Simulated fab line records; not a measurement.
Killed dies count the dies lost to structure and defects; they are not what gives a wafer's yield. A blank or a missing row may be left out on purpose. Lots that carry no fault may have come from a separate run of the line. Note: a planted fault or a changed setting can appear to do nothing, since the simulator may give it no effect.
A struck lot beside a sound one / flow nand harc / 15 steps out of a route of 1159
Sound: wafers L614.2, L614.3, L614.6. Wafers struck: L618.1, L618.4, L618.6. The cause comes at the end.
Per side, at each step with rows, come the tool, then ch with its chambers, and then its first start. Under that, the readings that differ: sound wafers / struck wafers / difference of the means / sigmas: that difference in standard deviations of wafers without a fault.
alike: readings whose means differ by less than 2 such deviations, and words and numbers that are the same on both sides. not compared: withheld readings, readings that some wafer has no value for, bounds like >300 that may hide the same value, and numbers for which the record gives no deviation and whose values overlap.
The two part at a step that has a row with sigmas, a row that says differs or no value, or rows on one side only. When numbers do not overlap yet have no deviation, they are printed without sigmas and do not part them. A reading that every wafer of one side lacks parts them only if that side has two wafers or more.

first, 1 step without rows for these wafers: NHARC_A_ONON_D1_DEP_03 (target thk 1000 nm).
NHARC_A_ONON_D1_THK_MEAS_05: measures by ellipsometry.
  struck on film metro-02, day 12 09:29; sound on film metro-01, day 11 11:47
  alike: thk nm
then, no rows for these wafers at 1 step: NHARC_A_ONON_D1_DEP_06 (target thk 1000 nm).
NHARC_A_ONON_D1_THK_MEAS_08: measures by ellipsometry.
  struck on film metro-01, day 12 10:03; sound on film metro-02, day 11 12:23
  alike: thk nm
then, no rows for these wafers at 1 step: NHARC_A_ONON_D1_DEP_09 (target thk 1000 nm).
NHARC_A_ONON_D1_THK_MEAS_11: measures by ellipsometry.
  struck on film metro-01, day 12 10:37; sound on film metro-02, day 11 12:56
  alike: thk nm
then, no rows for these wafers at 1 step: NHARC_A_ONON_D1_DEP_12 (target thk 1000 nm).
NHARC_A_ONON_D1_THK_MEAS_14: measures by ellipsometry.
  struck on film metro-02, day 12 11:11; sound on film metro-02, day 11 13:31
  alike: thk nm
then, 2 steps without rows for these wafers: NHARC_A_ONON_D1_ANNEAL_15 (time 3600 s); NHARC_A_ONON_D1_DEP_16 (target thk 1000 nm).
NHARC_A_ONON_D1_THK_MEAS_18: measures by ellipsometry.
  struck on film metro-02, day 12 18:19; sound on film metro-01, day 11 22:08
  alike: thk nm
NHARC_A_ONON_D1_DEP_19: target thk 1000 nm.
  sound on pecvd onon-04 ch 0, day 11 22:15; struck on pecvd onon-04 ch 0, day 12 18:22
  alike: n2 flow sccm
NHARC_A_ONON_D1_THK_MEAS_21: measures by ellipsometry.
  struck on film metro-01, day 12 18:53; sound on film metro-01, day 11 22:42
reading=thk nm (nm); sound=1004 1004 1005; struck=1768 1768 1768; difference=+764; sigmas=+99 or more
then, no rows for these wafers at 1 step: NHARC_A_ONON_D1_DEP_22 (target thk 1000 nm).
-- break in the record here, with 11 days between the starts of the struck wafers on either side (left off in module A_ONON_D1, picked up again in module END, where the first step shown is number 1159 on the route) --
NHARC_END_SORT_01:
  sound on prober-01 ch 0, day 22 18:13; struck on prober-01 ch 0, day 24 03:14
reading=killed at array; sound=45 39 45; struck=672 676 676; difference=+632; sigmas=+57
reading=killed dies; sound=49 44 51; struck=677 677 677; difference=+629; sigmas=+57
  alike: killed at other, killed at periphery, killed open, killed short

== WHERE THEY PART ==
Earliest at NHARC_A_ONON_D1_THK_MEAS_21; latest, in this record, at NHARC_END_SORT_01.

WHY: whatever the simulator had introduced
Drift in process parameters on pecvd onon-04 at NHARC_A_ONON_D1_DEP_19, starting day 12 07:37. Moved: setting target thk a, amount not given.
